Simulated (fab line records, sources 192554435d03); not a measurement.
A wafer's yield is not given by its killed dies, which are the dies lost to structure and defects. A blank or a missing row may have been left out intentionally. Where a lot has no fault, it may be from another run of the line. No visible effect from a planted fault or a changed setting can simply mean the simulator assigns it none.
Which tool did it?	flow n5Finfet	36 wafers from 12 lots sampled at 3 of the route's 1938 steps

WHAT THE GAUGES READ, wafer by wafer
N5_BEOL_M6_THK_MEAS_01.
lot	measured	on	M6_ILD_THK (nm)
L076	day 8 13:25	filmMetro-02	153.5 152.7 151.7
L077	day 9 13:23	filmMetro-02	152.0 153.6 153.6
L078	day 9 20:29	filmMetro-01	154.9 150.8 155.8
L080	day 10 02:43	filmMetro-01	155.5 157.7 158.8
L083	day 10 14:39	filmMetro-01	151.9 152.8 157.6
L085	day 11 04:02	filmMetro-02	152.4 153.2 155.1
L088	day 11 18:20	filmMetro-01	153.5 153.2 156.9
L089	day 12 10:08	filmMetro-02	154.0 154.1 155.8
L090	day 12 15:14	filmMetro-01	154.7 154.3 156.4
L093	day 13 00:58	filmMetro-02	152.4 156.4 153.6
L095	day 13 15:07	filmMetro-01	153.0 151.4 155.5
L097	day 14 11:26	filmMetro-02	151.6 152.8 152.7

EACH LOT AND THE TOOL THAT RAN IT (in order: tool; ch and the chambers of the sampled wafers; start)
lot	N5_BEOL_M5_ANNEAL_51	N5_BEOL_M5_CMP_52
L076	rtpAnneal-02 ch 0, day 8 11:27	cmp-03 ch 0,1, day 8 11:45
L077	rtpAnneal-02 ch 0, day 9 11:43	cmp-04 ch 2,3, day 9 12:11
L078	rtpAnneal-01 ch 0, day 9 18:58	cmp-03 ch 1,3, day 9 19:16
L080	rtpAnneal-02 ch 0, day 9 23:55	cmp-02 ch 1,3, day 10 01:32
L083	rtpAnneal-02 ch 0, day 10 13:12	cmp-04 ch 1,2,3, day 10 13:27
L085	rtpAnneal-02 ch 0, day 11 02:33	cmp-02 ch 1,2,3, day 11 02:51
L088	rtpAnneal-01 ch 0, day 11 16:25	cmp-03 ch 1,3, day 11 16:40
L089	rtpAnneal-01 ch 0, day 12 08:41	cmp-03 ch 1,2,3, day 12 09:03
L090	rtpAnneal-02 ch 0, day 12 13:45	cmp-02 ch 0,2,3, day 12 14:03
L093	rtpAnneal-02 ch 0, day 12 22:49	cmp-04 ch 0,1,3, day 12 23:22
L095	rtpAnneal-01 ch 0, day 13 13:09	cmp-02 ch 0,2,3, day 13 13:29
L097	rtpAnneal-01 ch 0, day 14 09:56	cmp-03 ch 1,2,3, day 14 10:17
- N5_BEOL_M5_ANNEAL_51: time 90 s.
- N5_BEOL_M5_CMP_52: polishes, stops on SiCOH lowk, t overpolish 6.9 s, target thk 62 nm.

THE ANSWER, worked out from the rows above alone
Rule: usual is defined by the lots themselves. The widest of any qualifying gaps counts: lots, ordered by their means at a reading, are off when they make up no more than a third of the lots, leave a main group of 4 or more, and stand apart from it by 3 or more times the standard deviation of that group's means. If all means in a main group match to the digits the tables above print for the reading, that group is not used. A lot without any number at a reading at which 4 lots or more have one is off too. All remaining lots with rows at the step are treated as sound.
No lot is off on any of the readings shown, so nothing can be concluded from this.

WHAT THE SIMULATOR PUT IN
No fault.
